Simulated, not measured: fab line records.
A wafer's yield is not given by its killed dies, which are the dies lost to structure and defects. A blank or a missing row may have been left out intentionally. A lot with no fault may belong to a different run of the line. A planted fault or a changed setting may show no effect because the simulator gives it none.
Struck lot and sound lot, side by side | flow n5 finfet | 36 out of 1938 route steps
Sound: wafers L369.2, L369.5, L369.6. Struck: wafers L374.4, L374.5 (left out: L374.1, a lot-mate that was not struck); the cause follows at the end.
Each step with rows lists, per side, the tool, then ch with its chambers, then its first start. Under that, the readings that differ: sound wafers | struck wafers | difference of the means | sigmas: that difference in standard deviations of wafers without a fault.
alike: a reading whose means differ by less than 2 such deviations, as well as words and numbers matching on both sides. not compared: withheld readings; readings where some wafer has no value; bounds like >300 that might hide an equal value; numbers whose values overlap and for which the record gives no deviation.
A row with sigmas, a row that says differs or no value, or rows on one side alone: a step with any of these is where the two part. Numbers that have no deviation but don't overlap get no sigmas and don't part them. A reading that every wafer of one side lacks parts them only if that side has two wafers or more.

first, 8 steps without rows for these wafers: N5_BEOL_M3_ANNEAL_51 (time 90 s); N5_BEOL_M3_CMP_52 (polishes, stops on SiOC, t overpolish 6.8 s, target thk 40 nm); N5_BEOL_M3_PRE_CLEAN_60 (time 15 s); N5_BEOL_M3_CO_CAP_55 (material Co, precursor CCTBA/H2, target thk 2 nm, time 102.1 s); N5_BEOL_M3_PRE_CLEAN_56 (time 15 s); N5_BEOL_M3_DEP_57 (deposits SiCN from 3MS/NH3, target thk 8 nm, time 14 s); N5_BEOL_M4_ILD_DEP_00 (deposits SiOC from DEMS/O2, target thk 79 nm, time 15.3 s); N5_BEOL_M4_PECVD_72 (deposits SiO2 from TEOS/O2, target thk 16 nm, time 18 s).
N5_BEOL_M4_HM_DEP_02: deposits TiN, target thk 20 nm.
  sound on pvd sputter-02, day 10 06:01; struck on pvd sputter-02, day 10 19:52
  reading                                    | sound        | struck    | difference | sigmas
  model.TiN_of_BEOL_M4_HM_DEP_02.thk nm (nm) | 20.2 20.2 20 | 27.8 27.4 | +7.5       |
  alike: throttle valve pct
then, 16 steps without rows for these wafers: N5_BEOL_M4_COAT_61 (time 60 s, resist thk 60 nm); N5_BEOL_M4_COAT_62 (time 60 s, resist thk 12 nm); N5_BEOL_M4_COAT_73 (time 60 s, resist thk 5 nm); N5_BEOL_M4_COAT_05 (resist thk 30 nm); N5_BEOL_M4_EBR_07; N5_BEOL_M4_SOFTBAKE_06 (time 60 s); N5_BEOL_M4_EXPOSE_08 (exposes mask M4); N5_BEOL_M4_PEB_09 (peb time 60 s); N5_BEOL_M4_DEVELOP_10 (develop time 30 s); N5_BEOL_M4_DESCUM_16 (chemistry O2, time 7 s); N5_BEOL_M4_ETCH_74 (etches underlayer in N2/H2, target depth 6.5 nm, time 5.2 s); N5_BEOL_M4_ETCH_63 (etches SiARC in CF4, target depth 15.6 nm, time 26 s); N5_BEOL_M4_ETCH_64 (etches SOC in N2/H2, target depth 75 nm, overetch 22.5 nm, time 121.9 s); N5_BEOL_M4_STRIP_65 (strips in N2/H2); N5_BEOL_M4_STRIP_75 (strips in N2/H2); N5_BEOL_M4_STRIP_66 (strips in CF4).
N5_BEOL_M4_HM_OPEN_17: chemistry Cl2/BCl3, target TiN, target depth 20 nm, overetch 6 nm.
  sound on rie metal-03 ch 0, day 10 07:01; struck on rie metal-03 ch 1, day 10 20:46
  reading                     | sound             | struck      | difference | sigmas
  drypump motor current A (A) | 6.2 6.2 6.2       | 5.1 5.1     | -1.1       | -3
  throttle valve pct (%)      | 22.44 22.44 22.44 | 21.83 21.84 | -0.61      | -3
  model.etch.depth nm (nm)    | 20.2 20.27 20.1   | 26.99 26.77 | +6.69      |
  alike: oes product au, rf fwd power W
  not compared: rf hours counter h
then, 8 steps without rows for these wafers: N5_BEOL_M4_STRIP_19 (strips in O2); N5_BEOL_M4_COAT_67 (time 60 s, resist thk 60 nm); N5_BEOL_M4_COAT_68 (time 60 s, resist thk 12 nm); N5_BEOL_M4_COAT_76 (time 60 s, resist thk 5 nm); N5_BEOL_M4_COAT_22 (resist thk 30 nm); N5_BEOL_M4_EBR_24; N5_BEOL_M4_SOFTBAKE_23 (time 60 s); N5_BEOL_M4_EXPOSE_25 (exposes mask V3, defocus 5 nm).
N5_BEOL_M4_TRENCH_ETCH_37: etches SiOC in C4F6/O2, target depth 55.555 nm, time 29.2 s.
  sound on rie diel-04 ch 1,2,3; struck on rie diel-04 ch 0,1
  reading                                    | sound          | struck    | difference | sigmas
  model.TiN_of_BEOL_M4_HM_DEP_02.thk nm (nm) | 17.8 17.8 17.8 | 25.4 25.2 | +7.5       |
  alike: drypump motor current A, oes product au, rf fwd power W, rf vpp V, showerhead plenum p Torr, throttle valve pct
  not compared: rf hours counter h
-- record jumps: 5 days separate the struck wafers' starts on either side; left off in module BEOL_M4, taken up again in module PASSIVATION, whose first shown step is the route's number 1936 --
N5_PASSIVATION_PROBE_49:
  record: rows for the struck wafers here (prober-02, day 15 17:56), none for the sound ones

WHERE THEY PART
Last at N5_PASSIVATION_PROBE_49 as far as this record goes, first at N5_BEOL_M4_HM_OPEN_17.

WHY: whatever the simulator had introduced
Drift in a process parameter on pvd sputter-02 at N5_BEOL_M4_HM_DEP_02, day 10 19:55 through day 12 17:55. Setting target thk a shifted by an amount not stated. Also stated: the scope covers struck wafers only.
